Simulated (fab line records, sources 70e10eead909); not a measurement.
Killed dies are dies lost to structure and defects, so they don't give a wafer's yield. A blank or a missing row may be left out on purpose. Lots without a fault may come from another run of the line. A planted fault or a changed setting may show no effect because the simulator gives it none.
Problem report in the 8D (eight disciplines) form, filled by code | flow nand_harc | the parts of the form that need people (team, actions taken, sign-off) are left out

1. THE PROBLEM
susceptor_temp_C at NHARC_A_CHANNEL_FILL_D2_ALD_03 reads a mean of 645.58 C on 3 wafers of 1 lot; wafers without a fault read 630.06 C with a standard deviation of 0.28. That is +55 standard deviations from the usual mean.
The step: deposits SiNx, target thk 6 nm, pulse time 60 s, ald cycles 58.
First seen on wafer L443.3, day 17 19:20, on ald_sin_batch-02. The record holds 33 wafers of 11 lots with a number at this step. Rule for "out", or "out of limits": more than 4 standard deviations from the usual mean. The other wafers with a number count as sound.

2. WHAT IT IS AND WHAT IT IS NOT
question                    | is                     | is not
which readings at this step | susceptor_temp_C       | precursor_pulse_height_rel
which lots                  | L443                   | L434, L436, L437, L438, L439, L440, L454, L455, L456, L457
which wafers of those lots  | all that have a number | -
read on which tools         | ald_sin_batch-02       | ald_sin_batch-01
when                        | from day 17 19:20      | up to then (18 sound wafers); but 12 sound wafers of L454, L455, L456, L457 came after

3. SUSPECTS, AND WHAT RULES EACH OUT
Counting: a tool at a process step up to the reading stays a suspect if it ran every lot that is out and no sound lot after the first of them.
- rie_diel-03 at NHARC_A_CHANNEL_HOLE_D2_ETCH_39 (etches the open film in N2/H2, target depth 260 nm, time 325 s): ruled out as a lasting fault. Sound lots L457 ran on it after its first lot that is out, L443 (day 17 11:47). NHARC_A_CHANNEL_HOLE_D2_ETCH_39 gives no start for some lots, so the hours and the order of its lots are those of NHARC_A_CHANNEL_HOLE_D2_ETCH_23.
- har_etch-01 at NHARC_A_CHANNEL_HOLE_D2_ETCH_23 (etches the open film in C4F8/O2/Ar, time 819 s, target depth 1600 nm): ruled out as a lasting fault. Sound lots L454, L456, L457 ran on it after its first lot that is out, L443 (day 17 11:47).
- ald_sin_batch-02 at NHARC_A_CHANNEL_FILL_D2_ALD_03 (deposits SiNx, target thk 6 nm, pulse time 60 s, ald cycles 58): ruled out as a lasting fault. Sound lots L455, L456 ran on it after its first lot that is out, L443 (day 17 19:20).
Left after counting: nothing in the record.

4. THE CAUSE (what the simulator had put in)
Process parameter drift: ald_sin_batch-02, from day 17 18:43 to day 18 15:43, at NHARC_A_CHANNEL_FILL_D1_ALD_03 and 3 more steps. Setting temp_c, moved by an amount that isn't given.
Counting ruled it out, wrongly.

5. THE CHAIN OF EFFECTS, in route order
Each row: a reading whose mean over the struck wafers that have a number lies more than 3 standard deviations from the usual. Only readings for which the record gives a usual standard deviation are gone through. hours: the time from each lot's start at the first step in this table that gives one to its start at this step, as a median over the lots. sigmas: the change in usual standard deviations.
hours | step                           | reading          | usual    | on struck wafers | change | sigmas
0     | NHARC_A_CHANNEL_FILL_D2_ALD_03 | susceptor_temp_C | 630.06 C | 645.58           | +15.52 | +55
The process steps in it:
- NHARC_A_CHANNEL_FILL_D2_ALD_03: deposits SiNx, target thk 6 nm, pulse time 60 s, ald cycles 58.
Later measuring or inspecting steps at which every struck wafer that the step has a row for has a number for every such reading, and none has moved that far: NHARC_END_SORT_01.

6. WHAT WOULD HAVE CAUGHT IT SOONER
In this record the first reading out of limits was taken at day 17 19:20, 1 hour after the fault began at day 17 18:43.
